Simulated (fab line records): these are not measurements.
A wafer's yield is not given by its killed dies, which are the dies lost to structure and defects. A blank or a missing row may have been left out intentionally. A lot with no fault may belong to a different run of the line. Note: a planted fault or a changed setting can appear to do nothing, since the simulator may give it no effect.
What tool caused it? ; flow n5-finfet ; 24 lots with 72 wafers sampled at 6 steps, on a route of 1938 steps

## WHAT THE GAUGES SHOWED, per wafer
No reading from a measuring or inspecting step in the record can be judged against a usual standard deviation.

## WHAT TOOL EACH LOT RAN ON (gives the tool, then ch and the chambers of the sampled wafers, and finally the start)
lot;N5_MOL_CONTACT_COAG_ETCH_48;N5_MOL_CONTACT_COAG_STRIP_49;N5_BEOL_M0_SAQP_HM_DEP_02;N5_BEOL_M0_SAQP_HM_OPEN_112;N5_BEOL_M0_SAQP_MANDREL_ETCH_20;N5_BEOL_M0_SAQP_RECESS_104
L074;rie-diel-03 ch 1,2, day 5 06:18;plasma-asher-01 ch 0,1, day 5 06:26;pvd-sputter-03, day 5 12:28;rie-diel-01 ch 1,3, day 5 13:34;rie-si-05 ch 0,1,2, day 5 13:39;vapor-etch-01 ch 0,1, day 5 15:12
L075;rie-diel-05 ch 0,1,2, day 5 13:03;plasma-asher-01 ch 0,1, day 5 13:11;pvd-sputter-03, day 5 18:22;rie-diel-02 ch 2,3, day 5 19:27;rie-si-02 ch 1,2,3, day 5 19:32;vapor-etch-01 ch 0,1, day 5 21:20
L076;rie-diel-03 ch 2,3, day 5 18:26;plasma-asher-01 ch 1, day 5 18:34;pvd-sputter-02, day 5 23:31;rie-diel-04 ch 1,3, day 6 00:44;rie-si-02 ch 0,2, day 6 00:49;vapor-etch-02 ch 0,1, day 6 02:24
L077;rie-diel-03 ch 1,2,3, day 6 00:40;plasma-asher-01 ch 0,1, day 6 00:49;pvd-sputter-03, day 6 05:41;rie-diel-04 ch 0,3, day 6 06:47;rie-si-04 ch 0,3, day 6 06:52;vapor-etch-01 ch 0,1, day 6 08:40
L078;rie-diel-05 ch 0,2, day 6 04:38;plasma-asher-01 ch 0,1, day 6 04:46;pvd-sputter-03, day 6 10:50;rie-diel-04 ch 0,1,2, day 6 11:49;rie-si-04 ch 0,2, day 6 11:54;vapor-etch-02 ch 0,1, day 6 13:43
L079;rie-diel-03 ch 1,2, day 6 14:05;plasma-asher-02 ch 0,1, day 6 14:14;pvd-sputter-03, day 6 19:09;rie-diel-04 ch 0,3, day 6 20:14;rie-si-05 ch 0,1, day 6 20:20;vapor-etch-02 ch 0,1, day 6 21:59
L080;rie-diel-05 ch 1,3, day 6 17:32;plasma-asher-02 ch 0,1, day 6 17:47;pvd-sputter-03, day 6 23:22;rie-diel-04 ch 1,2,3, day 7 00:28;rie-si-05 ch 0,2, day 7 00:33;vapor-etch-01 ch 0,1, day 7 02:51
L081;rie-diel-03 ch 0,3, day 7 00:13;plasma-asher-01 ch 0,1, day 7 00:21;pvd-sputter-03, day 7 07:08;rie-diel-02 ch 0,2,3, day 7 08:28;rie-si-02 ch 0,1, day 7 08:34;vapor-etch-02 ch 0,1, day 7 10:41
L082;rie-diel-03 ch 0,1,2, day 7 04:55;plasma-asher-02 ch 0,1, day 7 05:03;pvd-sputter-02, day 7 10:42;rie-diel-01 ch 0,3, day 7 11:47;rie-si-02 ch 1,2,3, day 7 11:53;vapor-etch-01 ch 1, day 7 13:38
L083;rie-diel-05 ch 0,3, day 7 16:26;plasma-asher-01 ch 0,1, day 7 16:34;pvd-sputter-01, day 7 21:49;rie-diel-01 ch 0,2,3, day 7 22:56;rie-si-05 ch 1,2, day 7 23:01;vapor-etch-02 ch 0,1, day 8 00:37
L084;rie-diel-03 ch 0,1,2, day 7 18:04;plasma-asher-02 ch 0,1, day 7 18:12;pvd-sputter-01, day 8 01:08;rie-diel-02 ch 0,1, day 8 02:21;rie-si-02 ch 0,2,3, day 8 02:26;vapor-etch-02 ch 0,1, day 8 05:01
L085;rie-diel-03 ch 0,1,2, day 7 23:52;plasma-asher-01 ch 0,1, day 8 00:00;pvd-sputter-03, day 8 05:07;rie-diel-02 ch 0,1,2, day 8 06:13;rie-si-02 ch 0,3, day 8 06:18;vapor-etch-02 ch 0,1, day 8 08:19
L086;rie-diel-03 ch 0,2,3, day 8 05:12;plasma-asher-02 ch 0,1, day 8 05:20;pvd-sputter-02, day 8 11:28;rie-diel-04 ch 0,2,3, day 8 12:52;rie-si-02 ch 1,2, day 8 12:58;vapor-etch-01 ch 0,1, day 8 14:30
L087;rie-diel-06 ch 0,1, day 8 10:50;plasma-asher-01 ch 0,1, day 8 10:58;pvd-sputter-01, day 8 16:16;rie-diel-04 ch 0,3, day 8 17:47;rie-si-05 ch 0,1, day 8 17:52;vapor-etch-01 ch 0,1, day 8 20:38
L088;rie-diel-03 ch 0,2,3, day 8 14:51;plasma-asher-01 ch 0,1, day 8 14:59;pvd-sputter-01, day 8 21:37;rie-diel-02 ch 0,2,3, day 8 22:47;rie-si-04 ch 0,1,2, day 8 22:52;vapor-etch-02 ch 0,1, day 9 01:14
L089;rie-diel-03 ch 0,2,3, day 9 00:55;plasma-asher-01 ch 0,1, day 9 01:03;pvd-sputter-01, day 9 06:04;rie-diel-04 ch 1,2,3, day 9 07:10;rie-si-02 ch 0,1,2, day 9 07:15;vapor-etch-02 ch 0,1, day 9 09:00
L090;rie-diel-03 ch 1,2, day 9 12:17;plasma-asher-02 ch 0,1, day 9 12:25;pvd-sputter-01, day 9 17:13;rie-diel-02 ch 0,1,2, day 9 18:19;rie-si-04 ch 0,1, day 9 18:24;vapor-etch-02 ch 0,1, day 9 20:58
L091;rie-diel-05 ch 1,3, day 9 12:43;plasma-asher-02 ch 0,1, day 9 12:51;pvd-sputter-01, day 9 20:51;rie-diel-02 ch 0,2, day 9 22:16;rie-si-05 ch 1,3, day 9 22:21;vapor-etch-02 ch 1, day 10 00:37
L092;rie-diel-05 ch 2,3, day 9 15:35;plasma-asher-01 ch 0,1, day 9 15:44;pvd-sputter-03, day 9 22:55;rie-diel-01 ch 0,1,3, day 10 00:01;rie-si-04 ch 0,1,2, day 10 00:06;vapor-etch-01 ch 0,1, day 10 02:41
L093;rie-diel-05 ch 0,1,3, day 10 02:22;plasma-asher-02 ch 0,1, day 10 02:31;pvd-sputter-03, day 10 07:38;rie-diel-04 ch 0,1,3, day 10 08:44;rie-si-05 ch 0,3, day 10 08:49;vapor-etch-02 ch 0,1, day 10 11:47
L094;rie-diel-06 ch 0,1,3, day 10 10:01;plasma-asher-01 ch 0, day 10 10:10;pvd-sputter-02, day 10 14:48;rie-diel-04 ch 0,1, day 10 15:53;rie-si-05 ch 2,3, day 10 15:58;vapor-etch-02 ch 0,1, day 10 17:31
L095;rie-diel-06 ch 2,3, day 10 15:04;plasma-asher-01 ch 0,1, day 10 15:13;pvd-sputter-03, day 10 20:05;rie-diel-04 ch 2,3, day 10 21:10;rie-si-05 ch 0,2, day 10 21:15;vapor-etch-01 ch 0,1, day 10 22:48
L096;rie-diel-05 ch 1,2,3, day 11 00:31;plasma-asher-01 ch 0,1, day 11 00:40;pvd-sputter-01, day 11 06:55;rie-diel-04 ch 0,2,3, day 11 08:01;rie-si-05 ch 1,2,3, day 11 08:06;vapor-etch-01 ch 1, day 11 09:41
L097;rie-diel-03 ch 1,2, day 11 06:07;plasma-asher-01 ch 0,1, day 11 06:35;pvd-sputter-01, day 11 13:16;rie-diel-02 ch 1,2,3, day 11 14:27;rie-si-05 ch 0,1,3, day 11 14:32;vapor-etch-02 ch 0,1, day 11 16:47
- N5_MOL_CONTACT_COAG_ETCH_48: etches SiOC in C4F6/O2, target depth 15 nm, overetch 4.5 nm, time 17 s.
- N5_MOL_CONTACT_COAG_STRIP_49: strips in N2/H2, time 30 s.
- N5_BEOL_M0_SAQP_HM_DEP_02: deposits TiN, target thk 12 nm.
- N5_BEOL_M0_SAQP_HM_OPEN_112: chemistry CHF3/O2, target SiO2, stops on a-Si, target depth 12 nm, time 13.5 s.
- N5_BEOL_M0_SAQP_MANDREL_ETCH_20: etches a-Si in HBr/Cl2, stops on SiNx, target depth 60 nm, bt time 10 s, time 30 s.
- N5_BEOL_M0_SAQP_RECESS_104: chemistry HF/NH3, target SiO2, target depth 18 nm, afs cycles 3, sublimation time 60 s.

## WHAT THE TOOLS THEMSELVES READ (means of the sampled wafers that have a number; where no wafer has one, the mark that the record gives instead)
N5_MOL_CONTACT_COAG_ETCH_48.
lot;tool;C4F6_flow_sccm (sccm);drypump-motor-current-A (A);oes-product-au (a.u.);rf-vpp-V (V);showerhead-plenum-p-Torr (Torr);throttle-valve-pct (%)
L074;rie-diel-03;10.01;5.56;0.69;1583;2.72;40.37
L075;rie-diel-05;9.99;5.52;0.63;1598;2.90;40.73
L076;rie-diel-03;10.01;5.41;0.70;1587;2.80;40.61
L077;rie-diel-03;10.01;5.45;0.73;1591;2.80;40.50
L078;rie-diel-05;10.01;5.38;0.61;1590;2.91;40.77
L079;rie-diel-03;10.00;5.49;0.72;1596;2.80;40.36
L080;rie-diel-05;9.95;5.56;0.69;1600;2.90;40.74
L081;rie-diel-03;9.97;5.35;0.66;1592;2.87;40.60
L082;rie-diel-03;9.99;5.51;0.67;1590;2.79;40.36
L083;rie-diel-05;10.00;5.28;0.67;1585;2.93;40.83
L084;rie-diel-03;9.99;5.50;0.64;1589;2.79;40.36
L085;rie-diel-03;10.00;5.50;0.65;1590;2.78;40.36
L086;rie-diel-03;9.99;5.44;0.61;1584;2.78;40.49
L087;rie-diel-06;10.00;5.65;0.60;1589;2.77;40.75
L088;rie-diel-03;10.03;5.44;0.64;1584;2.78;40.51
L089;rie-diel-03;9.99;5.46;0.64;1584;2.78;40.50
L090;rie-diel-03;10.00;5.57;0.65;1583;2.71;40.39
L091;rie-diel-05;9.99;5.60;0.76;1596;2.89;40.71
L092;rie-diel-05;10.02;5.71;0.68;1599;2.87;40.60
L093;rie-diel-05;10.00;5.42;0.71;1591;2.90;40.81
L094;rie-diel-06;9.99;5.57;0.66;1594;2.81;40.71
L095;rie-diel-06;10.02;5.28;0.59;1604;2.83;40.44
L096;rie-diel-05;10.03;5.70;0.65;1601;2.87;40.65
L097;rie-diel-03;9.97;5.55;0.65;1583;2.70;40.41

N5_MOL_CONTACT_COAG_STRIP_49.
lot;tool;drypump-motor-current-A (A);heater-power-w (W)
L074;plasma-asher-01;5.4;305
L075;plasma-asher-01;5.4;306
L076;plasma-asher-01;4.7;342
L077;plasma-asher-01;5.4;303
L078;plasma-asher-01;5.4;304
L079;plasma-asher-02;6.2;319
L080;plasma-asher-02;6.4;367
L081;plasma-asher-01;5.1;319
L082;plasma-asher-02;6.4;368
L083;plasma-asher-01;5.5;302
L084;plasma-asher-02;6.4;364
L085;plasma-asher-01;5.4;303
L086;plasma-asher-02;6.4;371
L087;plasma-asher-01;5.1;323
L088;plasma-asher-01;5.4;308
L089;plasma-asher-01;5.1;325
L090;plasma-asher-02;6.4;366
L091;plasma-asher-02;6.2;327
L092;plasma-asher-01;5.4;305
L093;plasma-asher-02;6.2;320
L094;plasma-asher-01;5.8;290
L095;plasma-asher-01;5.1;327
L096;plasma-asher-01;5.4;311
L097;plasma-asher-01;5.1;320

N5_BEOL_M0_SAQP_HM_DEP_02.
lot;tool;throttle-valve-pct (%)
L074;pvd-sputter-03;30.9
L075;pvd-sputter-03;30.4
L076;pvd-sputter-02;30.3
L077;pvd-sputter-03;30.5
L078;pvd-sputter-03;30.5
L079;pvd-sputter-03;30.1
L080;pvd-sputter-03;30.6
L081;pvd-sputter-03;30.5
L082;pvd-sputter-02;30.4
L083;pvd-sputter-01;29.1
L084;pvd-sputter-01;28.8
L085;pvd-sputter-03;30.2
L086;pvd-sputter-02;31.5
L087;pvd-sputter-01;30.7
L088;pvd-sputter-01;30.7
L089;pvd-sputter-01;30.5
L090;pvd-sputter-01;30.3
L091;pvd-sputter-01;29.0
L092;pvd-sputter-03;29.9
L093;pvd-sputter-03;32.0
L094;pvd-sputter-02;29.1
L095;pvd-sputter-03;29.8
L096;pvd-sputter-01;30.6
L097;pvd-sputter-01;28.7

N5_BEOL_M0_SAQP_HM_OPEN_112.
lot;tool;CHF3_flow_sccm (sccm);drypump-motor-current-A (A);oes-product-au (a.u.);rf-vpp-V (V);showerhead-plenum-p-Torr (Torr);throttle-valve-pct (%)
L074;rie-diel-01;50.03;5.0;0.49;527;2.50;18.80
L075;rie-diel-02;49.96;5.0;0.56;524;2.55;18.99
L076;rie-diel-04;49.97;5.8;0.49;519;2.38;18.74
L077;rie-diel-04;50.22;6.0;0.48;531;2.45;18.97
L078;rie-diel-04;49.91;5.9;0.46;527;2.39;18.97
L079;rie-diel-04;49.96;5.8;0.49;525;2.44;18.81
L080;rie-diel-04;50.05;5.8;0.47;522;2.37;18.83
L081;rie-diel-02;50.19;5.1;0.52;527;2.52;18.92
L082;rie-diel-01;50.13;5.0;0.49;526;2.50;18.65
L083;rie-diel-01;49.92;5.0;0.49;523;2.47;18.74
L084;rie-diel-02;49.88;5.1;0.47;527;2.50;18.84
L085;rie-diel-02;50.00;5.0;0.50;526;2.52;18.93
L086;rie-diel-04;49.99;5.8;0.48;526;2.43;18.92
L087;rie-diel-04;49.87;5.8;0.48;525;2.43;18.83
L088;rie-diel-02;49.89;5.1;0.51;527;2.52;18.93
L089;rie-diel-04;49.90;5.7;0.47;521;2.36;18.86
L090;rie-diel-02;49.89;5.0;0.50;525;2.51;18.95
L091;rie-diel-02;49.96;4.9;0.51;526;2.52;19.17
L092;rie-diel-01;49.91;5.3;0.48;528;2.49;18.83
L093;rie-diel-04;50.14;5.9;0.52;526;2.38;18.81
L094;rie-diel-04;49.95;6.1;0.57;529;2.40;18.83
L095;rie-diel-04;50.06;5.5;0.47;524;2.40;18.88
L096;rie-diel-04;49.96;5.8;0.53;527;2.42;18.83
L097;rie-diel-02;50.05;5.1;0.51;523;2.52;18.85

N5_BEOL_M0_SAQP_MANDREL_ETCH_20.
lot;tool;drypump-motor-current-A (A);oes-product-au (a.u.);throttle-valve-pct (%)
L074;rie-si-05;5.9;0.768;35.22
L075;rie-si-02;5.4;0.776;35.40
L076;rie-si-02;5.6;0.772;35.47
L077;rie-si-04;5.4;0.764;35.42
L078;rie-si-04;5.0;0.769;35.32
L079;rie-si-05;6.0;0.779;35.22
L080;rie-si-05;5.7;0.772;35.21
L081;rie-si-02;5.6;0.760;35.30
L082;rie-si-02;5.4;0.784;35.39
L083;rie-si-05;5.7;0.775;35.30
L084;rie-si-02;5.5;0.776;35.53
L085;rie-si-02;5.3;0.764;35.61
L086;rie-si-02;5.5;0.785;35.32
L087;rie-si-05;6.0;0.773;35.23
L088;rie-si-04;5.3;0.778;35.20
L089;rie-si-02;5.6;0.770;35.37
L090;rie-si-04;5.2;0.773;35.18
L091;rie-si-05;5.8;0.790;35.66
L092;rie-si-04;5.3;0.774;35.21
L093;rie-si-05;5.8;0.774;35.31
L094;rie-si-05;5.6;0.773;35.67
L095;rie-si-05;5.8;0.771;35.11
L096;rie-si-05;5.8;0.765;35.52
L097;rie-si-05;5.9;0.782;35.39

N5_BEOL_M0_SAQP_RECESS_104.
lot;tool;drypump-motor-current-A (A)
L074;vapor-etch-01;5.2
L075;vapor-etch-01;5.2
L076;vapor-etch-02;5.8
L077;vapor-etch-01;5.2
L078;vapor-etch-02;5.7
L079;vapor-etch-02;5.7
L080;vapor-etch-01;5.1
L081;vapor-etch-02;5.7
L082;vapor-etch-01;5.4
L083;vapor-etch-02;5.8
L084;vapor-etch-02;5.7
L085;vapor-etch-02;5.8
L086;vapor-etch-01;5.2
L087;vapor-etch-01;5.2
L088;vapor-etch-02;5.7
L089;vapor-etch-02;5.8
L090;vapor-etch-02;5.7
L091;vapor-etch-02;5.8
L092;vapor-etch-01;5.2
L093;vapor-etch-02;5.8
L094;vapor-etch-02;5.7
L095;vapor-etch-01;5.2
L096;vapor-etch-01;5.4
L097;vapor-etch-02;5.8

## THE ANSWER, worked out from the rows above alone
Rule: usual is defined by the lots themselves. The widest of any qualifying gaps counts: lots, ordered by their means at a reading, are off when they make up no more than a third of the lots, leave a main group of 4 or more, and stand apart from it by 3 or more times the standard deviation of that group's means. A main group is skipped when, at the precision printed for the reading in the tables above, its means are all equal. A lot without any number at a reading at which 4 lots or more have one is off too. All remaining lots with rows at the step are treated as sound. The gauges are gone through in route order, then the tools' own readings, and for those a lot's mean is taken as printed above. The first step at which some lot is off is used, and at that step the reading that is off furthest; a lot without a number counts as furthest.
No lot is off on any of the readings shown, so nothing can be concluded from this.

## WHAT WAS PUT IN BY THE SIMULATOR
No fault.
